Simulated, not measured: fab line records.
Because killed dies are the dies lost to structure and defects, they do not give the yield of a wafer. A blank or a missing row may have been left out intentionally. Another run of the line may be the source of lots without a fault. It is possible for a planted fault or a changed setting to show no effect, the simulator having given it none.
Chamber matching | flow nand_harc | 4 sister chambers for NHARC_A_STAIRCASE_ETCHBACK_422 on rie_diel-12
The step etches the open film in CH3F/O2, target depth 40 nm, time 74.286 s. 16 wafers are shown with their chamber, then 8 later ones without.

## WAFERS, EACH WITH ITS CHAMBER
wafer  | chamber | showerhead_plenum_p_Torr (Torr) | rf_vpp_V (V) | throttle_valve_pct (%)
L077.2 | 2       | 2.33                            | 242.5        | 20.673
L077.4 | 0       | 2.54                            | 244.5        | 20.658
L077.5 | 3       | 2.40                            | 241.9        | 20.655
L076.2 | 2       | 2.33                            | 240.9        | 20.652
L076.3 | 3       | 2.40                            | 245.5        | 20.673
L076.6 | 2       | 2.33                            | 243.2        | 20.668
L079.1 | 0       | 2.54                            | 246.0        | 20.677
L079.4 | 3       | 2.40                            | 243.0        | 20.666
L079.5 | 0       | 2.54                            | 244.3        | 20.647
L085.2 | 3       | 2.39                            | 242.8        | 20.652
L085.4 | 1       | 2.63                            | 246.4        | 20.658
L085.5 | 2       | 2.32                            | 240.6        | 20.657
L084.2 | 3       | 2.39                            | 242.0        | 20.668
L084.3 | 0       | 2.53                            | 245.5        | 20.674
L084.6 | 2       | 2.32                            | 242.9        | 20.667
L088.2 | 2       | 2.32                            | 242.9        | 20.647

SIGNATURES (averages over the wafers above)
reading                  | chamber 0 | chamber 1 | chamber 2 | chamber 3 | scatter within a chamber
showerhead_plenum_p_Torr | 2.5375    | 2.6300    | 2.3250    | 2.3960    | 0.00536
rf_vpp_V                 | 245.075   | 246.400   | 242.167   | 243.040   | 1.18
throttle_valve_pct       | 20.66400  | 20.65800  | 20.66067  | 20.66280  | 0.0109
Rule: for each reading, subtract the chamber's mean from the wafer's reading, divide by that reading's scatter and square the result; add these up over the readings and take the root, which gives the wafer's distance from the chamber. If the next closest chamber is less than 2 further off than the closest, the wafer can't be placed; otherwise it belongs to the closest. The scatter is the square root of a quotient: the sum, over the shown wafers, of each reading's squared deviation from its chamber's mean, divided by wafers minus chambers.

## WAFERS WITH NO CHAMBER GIVEN
wafer  | showerhead_plenum_p_Torr (Torr) | rf_vpp_V (V) | throttle_valve_pct (%)
L088.3 | 2.53                            | 246.1        | 20.666
L088.6 | 2.62                            | 245.6        | 20.648
L089.1 | 2.62                            | 246.6        | 20.668
L089.5 | 2.62                            | 246.8        | 20.664
L089.6 | 2.53                            | 246.4        | 20.644
L095.1 | 2.31                            | 243.1        | 20.652
L095.3 | 2.38                            | 244.1        | 20.679
L095.4 | 2.61                            | 245.9        | 20.663

## WHICH CHAMBER EACH ONE RAN IN
wafer  | from the rows above | in truth
L088.3 | 0                   | 0
L088.6 | 1                   | 1
L089.1 | 1                   | 1
L089.5 | 1                   | 1
L089.6 | 0                   | 0
L095.1 | 2                   | 2
L095.3 | 3                   | 3
L095.4 | 1                   | 1
Placed correctly: 8 of 8. Left unplaced by these rows: 0. Placed wrongly: 0.
